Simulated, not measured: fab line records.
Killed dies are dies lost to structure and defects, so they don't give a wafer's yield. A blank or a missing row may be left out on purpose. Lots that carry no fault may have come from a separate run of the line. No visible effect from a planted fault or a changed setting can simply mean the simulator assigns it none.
Chamber matching + flow n5Finfet + N5_BEOL_M5_ETCH_62 on rieDiel-02 has 4 sister chambers
The step etches SOC in N2/H2, target depth 75 nm, overetch 15 nm, time 112.5 s. 8 wafers are shown with their chamber, then 8 later ones without.

EACH WAFER AND ITS CHAMBER
| wafer  | chamber | throttleValvePct (%) | oesProductAu (a.u.) |
|--------|---------|----------------------|---------------------|
| L075.5 | 1       | 17.54                | 0.70                |
| L077.4 | 1       | 17.55                | 0.69                |
| L080.1 | 2       | 17.86                | 0.54                |
| L080.3 | 0       | 18.00                | 0.61                |
| L080.4 | 2       | 17.87                | 0.54                |
| L080.5 | 3       | 17.77                | 0.58                |
| L080.6 | 0       | 18.00                | 0.62                |
| L081.2 | 3       | 17.79                | 0.57                |

WAFERS WHOSE CHAMBER IS MISSING
| wafer  | throttleValvePct (%) | oesProductAu (a.u.) |
|--------|----------------------|---------------------|
| L081.5 | 17.99                | 0.60                |
| L081.6 | 17.80                | 0.58                |
| L095.2 | 18.06                | 0.59                |
| L095.4 | 17.59                | 0.65                |
| L095.5 | 17.58                | 0.65                |
| L096.3 | 17.54                | 0.76                |
| L096.4 | 17.86                | 0.55                |
| L096.6 | 17.57                | 0.75                |

THE CHAMBER EACH PASSED THROUGH
| wafer  | from the rows above | in truth                   |
|--------|---------------------|----------------------------|
| L081.5 | 0                   | 0                          |
| L081.6 | 3                   | 3                          |
| L095.2 | 0                   | 0                          |
| L095.4 | 1                   | 1                          |
| L095.5 | 1                   | 1                          |
| L096.3 | 1                   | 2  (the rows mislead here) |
| L096.4 | 2                   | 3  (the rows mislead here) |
| L096.6 | 1                   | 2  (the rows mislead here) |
5 of 8 placed correctly. Can't be placed from these rows: 0. Wrongly placed: 3.
How it was worked out, from the rows above alone: a wafer's distance from a chamber is the root of the sum, over the readings, of the square of ((its reading less the chamber's mean) divided by the reading's scatter). The wafer belongs to the nearest chamber; if the next one is less than 2 further off, it can't be placed. For every chamber, the mean is computed from those of its wafers that are shown. The scatter: take each reading less its chamber's mean, square it, sum over the shown wafers, divide by the number of wafers less the number of chambers, and take the root.
